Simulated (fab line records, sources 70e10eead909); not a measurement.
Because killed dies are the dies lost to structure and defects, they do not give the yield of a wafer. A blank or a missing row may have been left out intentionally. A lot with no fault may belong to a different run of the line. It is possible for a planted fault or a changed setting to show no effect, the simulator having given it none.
Chamber matching -- flow nand harc -- pecvd-02 running NHARC_P_M0_DEP_32: 3 sister chambers
The step deposits SiCN, target thk 30 nm. 3 wafers are shown with their chamber, then 7 later ones without.

EACH WAFER AND ITS CHAMBER
wafer,chamber,showerhead vpp V (V)
L088.4,2,1386
L089.1,0,1335
L089.2,1,1397

WAFERS WHOSE CHAMBER IS MISSING
wafer,showerhead vpp V (V)
L089.6,1412
L095.2,1384
L095.5,1368
L095.6,1397
L096.2,1403
L096.3,1395
L096.5,1393

THE CHAMBER EACH PASSED THROUGH
wafer,from the rows above,in truth
L089.6,can't be placed: 1 or 2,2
L095.2,can't be placed: 2 or 1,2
L095.5,can't be placed: 2 or 1 or 0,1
L095.6,can't be placed: 1 or 2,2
L096.2,can't be placed: 1 or 2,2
L096.3,can't be placed: 1 or 2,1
L096.5,can't be placed: 1 or 2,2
Correct placement for 0 of the 7. Cannot be placed on the basis of these rows: 7; the candidates contain the true chamber in 7. Placed wrongly: 0.
How it was worked out, from the rows above alone: a wafer's distance from a chamber is the root of the sum, over the readings, of the square of ((its reading less the chamber's mean) divided by the reading's scatter). The wafer belongs to the nearest chamber; if the next one is less than 2 further off, it can't be placed. Each chamber's mean is taken over the wafers shown for it. The scatter (one wafer shown for each chamber): square how far every hidden wafer sits from the nearest shown wafer, average those squares and take the square root.
